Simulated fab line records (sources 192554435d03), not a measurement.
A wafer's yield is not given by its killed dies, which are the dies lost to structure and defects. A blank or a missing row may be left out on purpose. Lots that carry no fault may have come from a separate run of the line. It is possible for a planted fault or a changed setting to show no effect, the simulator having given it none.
Which tool was responsible? -- flow n5_finfet -- 24 lots with 72 wafers sampled at 6 steps, on a route of 1938 steps

WHAT THE GAUGES READ, wafer by wafer
N5_BEOL_M1_THK_MEAS_01. Usual: for M1_ILD_THK the level is 78.8 nm and the standard deviation is 0.9.
lot,measured,on,M1_ILD_THK (nm),flag
L074,day 5 23:42,film_metro-01,78.1 79.5 79.1,
L075,day 6 07:10,film_metro-01,78.0 77.9 79.2,
L076,day 6 09:44,film_metro-01,78.8 78.1 78.5,
L078,day 6 19:24,film_metro-02,78.4 79.2 80.0,
L077,day 6 20:03,film_metro-02,77.2 78.0 78.7,
L079,day 7 05:41,film_metro-02,77.5 79.3 79.5,
L080,day 7 20:19,film_metro-02,76.6 78.9 78.5,
L081,day 7 23:10,film_metro-01,77.9 78.2 80.0,
L082,day 8 01:47,film_metro-01,79.0 79.7 79.9,
L084,day 8 06:52,film_metro-02,79.6 77.5 78.9,
L083,day 8 07:23,film_metro-02,78.4 79.9 78.6,
L085,day 8 17:11,film_metro-01,78.7 78.7 80.5,
L086,day 8 22:55,film_metro-01,79.5 78.5 79.0,
L087,day 9 03:35,film_metro-01,78.1 79.5 80.7,
L088,day 9 20:27,film_metro-02,78.5 77.8 79.7,
L089,day 9 21:22,film_metro-01,79.1 78.7 78.3,
L090,day 9 22:14,film_metro-02,79.2 79.2 80.6,
L091,day 10 02:20,film_metro-02,77.1 78.4 78.4,
L092,day 10 08:35,film_metro-01,78.6 78.2 79.1,
L093,day 11 00:00,film_metro-02,79.2 78.7 78.9,
L095,day 11 09:35,film_metro-01,77.5 79.4 79.4,
L094,day 11 09:50,film_metro-01,78.1 78.1 78.6,
L096,day 12 00:15,film_metro-01,78.0 78.7 80.6,
L097,day 12 02:36,film_metro-01,77.8 77.2 78.2,

N5_BEOL_M1_CD_MEAS_28: target cd y 23.3 nm. Usual: cd_nm reads 23.92 nm (standard deviation 0.22).
lot,measured,on,cd_nm (nm),flag
L074,day 6 02:22,cd_sem-02,24.09 23.74 24.16,
L075,day 6 09:58,cd_sem-03,23.72 24.08 24.03,
L076,day 6 14:08,cd_sem-03,23.72 24.10 24.21,
L078,day 6 21:11,cd_sem-03,24.01 23.95 23.87,
L077,day 6 21:50,cd_sem-03,24.01 23.78 23.88,
L079,day 7 08:28,cd_sem-01,23.55 24.04 23.67,
L080,day 7 22:12,cd_sem-03,23.71 23.50 24.06,
L081,day 8 00:42,cd_sem-01,23.86 23.86 24.54,
L082,day 8 04:49,cd_sem-01,23.63 23.86 23.91,
L084,day 8 08:17,cd_sem-03,24.15 24.23 23.97,
L083,day 8 10:47,cd_sem-03,23.94 24.36 23.88,
L085,day 8 19:03,cd_sem-01,24.03 24.16 23.87,
L086,day 9 00:55,cd_sem-01,24.07 23.84 23.66,
L087,day 9 07:41,cd_sem-03,23.59 23.61 23.84,
L088,day 9 23:35,cd_sem-01,23.75 23.88 23.62,
L089,day 10 00:08,cd_sem-02,23.73 24.03 23.94,
L090,day 10 00:16,cd_sem-02,24.08 23.90 23.74,
L091,day 10 04:33,cd_sem-01,23.85 23.90 23.94,
L092,day 10 11:16,cd_sem-02,24.16 23.82 24.11,
L093,day 11 03:44,cd_sem-02,24.00 24.16 23.89,
L095,day 11 13:16,cd_sem-01,23.83 24.03 23.83,
L094,day 11 13:31,cd_sem-03,23.78 23.69 23.71,
L096,day 12 01:46,cd_sem-01,23.87 24.01 23.80,
L097,day 12 04:39,cd_sem-03,24.02 24.15 23.69,

EACH LOT AND THE TOOL THAT RAN IT (in order: tool; ch and the chambers of the sampled wafers; start)
lot,N5_BEOL_M0_SPUTTER_132,N5_BEOL_M1_DESCUM_16,N5_BEOL_M1_ETCH_74,N5_BEOL_M1_STRIP_66
L074,"pvd_sputter-03, day 5 22:15","rie_diel-03 ch 1,2,3, day 6 01:37","rie_diel-03 ch 1,2,3, day 6 01:40","rie_diel-03 ch 1,2,3, day 6 01:50"
L075,"pvd_sputter-02, day 6 05:44","rie_diel-01 ch 0,1,3, day 6 09:06","rie_diel-01 ch 0,1,3, day 6 09:08","rie_diel-01 ch 0,1,3, day 6 09:19"
L076,"pvd_sputter-01, day 6 08:18","rie_diel-04 ch 1,2,3, day 6 13:11","rie_diel-04 ch 1,2,3, day 6 13:14","rie_diel-04 ch 1,2,3, day 6 13:24"
L078,"pvd_sputter-03, day 6 17:59","rie_diel-03 ch 0,1,3, day 6 20:19","rie_diel-03 ch 0,1,3, day 6 20:21","rie_diel-03 ch 0,1,3, day 6 20:32"
L077,"pvd_sputter-03, day 6 18:30","rie_diel-04 ch 0,1,3, day 6 21:05","rie_diel-04 ch 0,1,3, day 6 21:08","rie_diel-04 ch 0,1,3, day 6 21:18"
L079,"pvd_sputter-01, day 7 03:55","rie_diel-03 ch 0,1,3, day 7 07:39","rie_diel-03 ch 0,1,3, day 7 07:41","rie_diel-03 ch 0,1,3, day 7 07:51"
L080,"pvd_sputter-02, day 7 18:54","rie_diel-03 ch 1,2,3, day 7 21:24","rie_diel-03 ch 1,2,3, day 7 21:26","rie_diel-03 ch 1,2,3, day 7 21:37"
L081,"pvd_sputter-02, day 7 21:28","rie_diel-01 ch 1,3, day 7 23:56","rie_diel-01 ch 1,3, day 7 23:58","rie_diel-01 ch 1,3, day 8 00:09"
L082,"pvd_sputter-02, day 8 00:22","rie_diel-04 ch 1,2,3, day 8 04:04","rie_diel-04 ch 1,2,3, day 8 04:06","rie_diel-04 ch 1,2,3, day 8 04:17"
L084,"pvd_sputter-03, day 8 05:27","rie_diel-01 ch 0,1,3, day 8 07:32","rie_diel-01 ch 0,1,3, day 8 07:34","rie_diel-01 ch 0,1,3, day 8 07:44"
L083,"pvd_sputter-03, day 8 05:53","rie_diel-01 ch 1,2, day 8 10:02","rie_diel-01 ch 1,2, day 8 10:04","rie_diel-01 ch 1,2, day 8 10:14"
L085,"pvd_sputter-01, day 8 15:25","rie_diel-01 ch 0,3, day 8 18:10","rie_diel-01 ch 0,3, day 8 18:13","rie_diel-01 ch 0,3, day 8 18:23"
L086,"pvd_sputter-01, day 8 21:17","rie_diel-03 ch 0,1,2, day 8 23:58","rie_diel-03 ch 0,1,2, day 9 00:00","rie_diel-03 ch 0,1,2, day 9 00:10"
L087,"pvd_sputter-02, day 9 02:10","rie_diel-01 ch 0,2,3, day 9 06:55","rie_diel-01 ch 0,2,3, day 9 06:58","rie_diel-01 ch 0,2,3, day 9 07:08"
L088,"pvd_sputter-01, day 9 19:00","rie_diel-04 ch 0,1,2, day 9 22:50","rie_diel-04 ch 0,1,2, day 9 22:52","rie_diel-04 ch 0,1,2, day 9 23:02"
L089,"pvd_sputter-01, day 9 19:42","rie_diel-04 ch 1,2, day 9 23:14","rie_diel-04 ch 1,2, day 9 23:16","rie_diel-04 ch 1,2, day 9 23:26"
L090,"pvd_sputter-02, day 9 20:46","rie_diel-03 ch 1,2,3, day 9 23:31","rie_diel-03 ch 1,2,3, day 9 23:33","rie_diel-03 ch 1,2,3, day 9 23:43"
L091,"pvd_sputter-01, day 10 00:22","rie_diel-03 ch 1,2,3, day 10 03:48","rie_diel-03 ch 1,2,3, day 10 03:50","rie_diel-03 ch 1,2,3, day 10 04:01"
L092,"pvd_sputter-01, day 10 07:10","rie_diel-01 ch 1,2,3, day 10 10:14","rie_diel-01 ch 1,2,3, day 10 10:16","rie_diel-01 ch 1,2,3, day 10 10:26"
L093,"pvd_sputter-01, day 10 21:20","rie_diel-04 ch 2,3, day 11 02:59","rie_diel-04 ch 2,3, day 11 03:02","rie_diel-04 ch 2,3, day 11 03:12"
L095,"pvd_sputter-01, day 11 07:50","rie_diel-03 ch 1,3, day 11 12:26","rie_diel-03 ch 1,3, day 11 12:28","rie_diel-03 ch 1,3, day 11 12:38"
L094,"pvd_sputter-03, day 11 08:07","rie_diel-01 ch 1,3, day 11 12:37","rie_diel-01 ch 1,3, day 11 12:39","rie_diel-01 ch 1,3, day 11 12:49"
L096,"pvd_sputter-03, day 11 22:49","rie_diel-03 ch 0,1, day 12 01:00","rie_diel-03 ch 0,1, day 12 01:02","rie_diel-03 ch 0,1, day 12 01:13"
L097,"pvd_sputter-01, day 12 01:03","rie_diel-04 ch 0,1,3, day 12 03:53","rie_diel-04 ch 0,1,3, day 12 03:55","rie_diel-04 ch 0,1,3, day 12 04:05"
- N5_BEOL_M0_SPUTTER_132: material Cu, target thk 4 nm, time 7.37 s.
- N5_BEOL_M1_DESCUM_16: chemistry O2, time 7 s.
- N5_BEOL_M1_ETCH_74: etches underlayer in N2/H2, target depth 6.5 nm, time 5.2 s.
- N5_BEOL_M1_STRIP_66: strips in CF4.

AS READ BY THE TOOLS THEMSELVES (means over the sampled wafers that have a number; for cases with no such wafer, the mark the record gives instead)
N5_BEOL_M0_SPUTTER_132. Usual: chamber_pressure_pa 0.07002 Pa, standard deviation 0.00012; chuck_gas_flow_sccm 1.27 sccm, standard deviation 0.055; throttle_valve_pct 29.8 %, standard deviation 0.95.
lot,tool,chamber_pressure_pa (Pa),chuck_gas_flow_sccm (sccm),throttle_valve_pct (%),flag
L074,pvd_sputter-03,0.07000,1.23,30.1,
L075,pvd_sputter-02,0.07014,1.25,30.4,
L076,pvd_sputter-01,0.07002,1.26,29.8,
L078,pvd_sputter-03,0.07007,1.24,30.7,
L077,pvd_sputter-03,0.07000,1.24,30.7,
L079,pvd_sputter-01,0.06993,1.28,30.0,
L080,pvd_sputter-02,0.07008,1.30,29.4,
L081,pvd_sputter-02,0.06994,1.32,30.1,
L082,pvd_sputter-02,0.07008,1.29,30.1,
L084,pvd_sputter-03,0.06997,1.27,30.7,
L083,pvd_sputter-03,0.06982,1.31,29.5,
L085,pvd_sputter-01,0.07014,1.28,29.8,
L086,pvd_sputter-01,0.07008,1.25,29.2,
L087,pvd_sputter-02,0.07012,1.30,29.8,
L088,pvd_sputter-01,0.06996,1.30,28.7,
L089,pvd_sputter-01,0.07002,1.26,30.0,
L090,pvd_sputter-02,0.06993,1.26,28.6,
L091,pvd_sputter-01,0.07004,1.32,30.1,
L092,pvd_sputter-01,0.06993,1.26,28.9,
L093,pvd_sputter-01,0.06993,1.26,29.3,
L095,pvd_sputter-01,0.07014,1.29,29.9,
L094,pvd_sputter-03,0.07000,1.26,30.5,
L096,pvd_sputter-03,0.06999,1.24,30.1,
L097,pvd_sputter-01,0.07001,1.18,29.2,

N5_BEOL_M1_DESCUM_16. Usual: drypump_motor_current_A 5.6 A, standard deviation 0.44; oes_product_au 0.81 a.u., standard deviation 0.085; rf_vpp_V 243.5 V, standard deviation 1.5; showerhead_plenum_p_Torr 2.12 Torr, standard deviation 0.084; throttle_valve_pct 20.45 %, standard deviation 0.23.
lot,tool,drypump_motor_current_A (A),oes_product_au (a.u.),rf_vpp_V (V),showerhead_plenum_p_Torr (Torr),throttle_valve_pct (%),flag
L074,rie_diel-03,5.3,0.88,244.1,2.13,20.53,
L075,rie_diel-01,5.5,0.90,245.1,2.20,20.26,
L076,rie_diel-04,6.0,0.75,242.4,2.06,20.44,
L078,rie_diel-03,5.3,0.83,242.1,2.05,20.53,
L077,rie_diel-04,6.0,0.75,242.0,2.06,20.39,
L079,rie_diel-03,5.3,0.82,243.2,2.05,20.53,
L080,rie_diel-03,5.4,0.86,243.6,2.13,20.55,
L081,rie_diel-01,5.8,0.88,244.9,2.20,20.10,
L082,rie_diel-04,6.0,0.75,242.9,2.06,20.44,
L084,rie_diel-01,5.5,0.88,245.3,2.20,20.27,
L083,rie_diel-01,5.7,0.75,243.5,2.12,20.37,
L085,rie_diel-01,5.3,0.87,244.0,2.16,20.40,
L086,rie_diel-03,5.5,0.79,242.9,2.11,20.60,
L087,rie_diel-01,5.4,0.81,244.0,2.14,20.47,
L088,rie_diel-04,5.8,0.73,243.6,2.10,20.49,
L089,rie_diel-04,5.7,0.73,243.6,2.11,20.54,
L090,rie_diel-03,5.3,0.84,243.7,2.12,20.58,
L091,rie_diel-03,5.4,0.83,243.0,2.12,20.58,
L092,rie_diel-01,5.7,0.89,243.7,2.14,20.19,
L093,rie_diel-04,6.0,0.69,244.2,2.10,20.67,
L095,rie_diel-03,5.1,0.82,242.4,2.06,20.56,
L094,rie_diel-01,5.6,0.84,243.7,2.15,20.28,
L096,rie_diel-03,5.7,0.86,244.5,2.16,20.38,
L097,rie_diel-04,6.0,0.82,243.2,2.05,20.32,

N5_BEOL_M1_ETCH_74. Usual: drypump_motor_current_A 5.6 A, standard deviation 0.43; etch_rf_on_time_s 5.15 s, standard deviation 0.079; oes_product_au 0.69 a.u., standard deviation 0.071; rf_vpp_V 525 V, standard deviation 3.1; showerhead_plenum_p_Torr 2.57 Torr, standard deviation 0.099; throttle_valve_pct 17.85 %, standard deviation 0.23.
lot,tool,drypump_motor_current_A (A),etch_rf_on_time_s (s),oes_product_au (a.u.),rf_vpp_V (V),showerhead_plenum_p_Torr (Torr),throttle_valve_pct (%),flag
L074,rie_diel-03,5.4,5.17,0.75,526,2.59,17.91,
L075,rie_diel-01,5.5,5.12,0.76,529,2.67,17.62,
L076,rie_diel-04,6.0,5.13,0.65,522,2.50,17.82,
L078,rie_diel-03,5.3,5.17,0.70,523,2.49,17.87,
L077,rie_diel-04,6.0,5.16,0.64,523,2.50,17.81,
L079,rie_diel-03,5.3,5.10,0.70,524,2.49,17.91,
L080,rie_diel-03,5.4,5.14,0.73,526,2.58,17.92,
L081,rie_diel-01,5.8,5.12,0.75,528,2.66,17.47,
L082,rie_diel-04,6.0,5.23,0.64,524,2.50,17.84,
L084,rie_diel-01,5.5,5.07,0.75,528,2.66,17.65,
L083,rie_diel-01,5.7,5.18,0.64,525,2.57,17.84,
L085,rie_diel-01,5.3,5.07,0.75,524,2.63,17.80,
L086,rie_diel-03,5.5,5.20,0.67,524,2.56,17.97,
L087,rie_diel-01,5.4,5.10,0.69,527,2.60,17.93,
L088,rie_diel-04,5.8,5.22,0.61,524,2.56,17.90,
L089,rie_diel-04,5.7,5.18,0.63,525,2.56,17.92,
L090,rie_diel-03,5.4,5.17,0.71,524,2.57,17.94,
L091,rie_diel-03,5.3,5.21,0.71,524,2.57,17.93,
L092,rie_diel-01,5.6,5.13,0.76,526,2.59,17.60,
L093,rie_diel-04,6.0,5.19,0.59,524,2.54,18.01,
L095,rie_diel-03,5.1,5.17,0.71,523,2.50,17.93,
L094,rie_diel-01,5.6,4.98,0.73,526,2.62,17.66,
L096,rie_diel-03,5.7,5.11,0.74,526,2.62,17.73,
L097,rie_diel-04,6.0,5.23,0.70,522,2.49,17.73,

N5_BEOL_M1_STRIP_66. Usual: drypump_motor_current_A 5.6 A, standard deviation 0.44; oes_product_au 0.80 a.u., standard deviation 0.08; rf_vpp_V 271.5 V, standard deviation 1.7; showerhead_plenum_p_Torr 1.81 Torr, standard deviation 0.065; throttle_valve_pct 13.57 %, standard deviation 0.26.
lot,tool,drypump_motor_current_A (A),oes_product_au (a.u.),rf_vpp_V (V),showerhead_plenum_p_Torr (Torr),throttle_valve_pct (%),flag
L074,rie_diel-03,5.3,0.87,272.0,1.82,13.57,
L075,rie_diel-01,5.5,0.88,273.7,1.87,13.29,
L076,rie_diel-04,6.0,0.75,271.1,1.77,13.58,
L078,rie_diel-03,5.3,0.81,270.8,1.76,13.64,
L077,rie_diel-04,6.0,0.74,269.4,1.77,13.61,
L079,rie_diel-03,5.3,0.81,270.5,1.76,13.65,
L080,rie_diel-03,5.3,0.85,271.6,1.82,13.59,
L081,rie_diel-01,5.7,0.86,273.0,1.87,13.21,
L082,rie_diel-04,6.0,0.74,270.4,1.77,13.62,
L084,rie_diel-01,5.5,0.86,273.0,1.87,13.31,
L083,rie_diel-01,5.7,0.74,271.7,1.81,13.58,
L085,rie_diel-01,5.3,0.86,272.6,1.84,13.44,
L086,rie_diel-03,5.5,0.79,272.0,1.80,13.71,
L087,rie_diel-01,5.3,0.79,271.4,1.83,13.56,
L088,rie_diel-04,5.8,0.72,271.5,1.81,13.72,
L089,rie_diel-04,5.8,0.72,271.3,1.81,13.70,
L090,rie_diel-03,5.4,0.83,271.7,1.82,13.65,
L091,rie_diel-03,5.4,0.82,271.7,1.81,13.63,
L092,rie_diel-01,5.6,0.88,272.0,1.83,13.30,
L093,rie_diel-04,6.0,0.68,271.1,1.79,13.85,
L095,rie_diel-03,5.1,0.82,270.3,1.77,13.63,
L094,rie_diel-01,5.6,0.82,271.9,1.84,13.39,
L096,rie_diel-03,5.7,0.85,271.8,1.85,13.44,
L097,rie_diel-04,6.0,0.81,269.3,1.76,13.49,

THE ANSWER, worked out from the rows above alone
Rule: take the mean of a lot's wafers that have a number; if it is more than 3 standard deviations from the usual mean, the lot is off. Also off: a lot with no number at a reading for which 4 or more lots have one. Where the step has rows for the other lots, those lots are counted as sound. First the gauges in route order, then the tools' own readings, where a lot's mean is used as printed above. At the first step where some lot is off, the reading lying furthest off is the one used; lots without a number count as furthest.
No lot is off at any reading shown: from this, nothing can be told.

WHAT WAS PUT IN BY THE SIMULATOR
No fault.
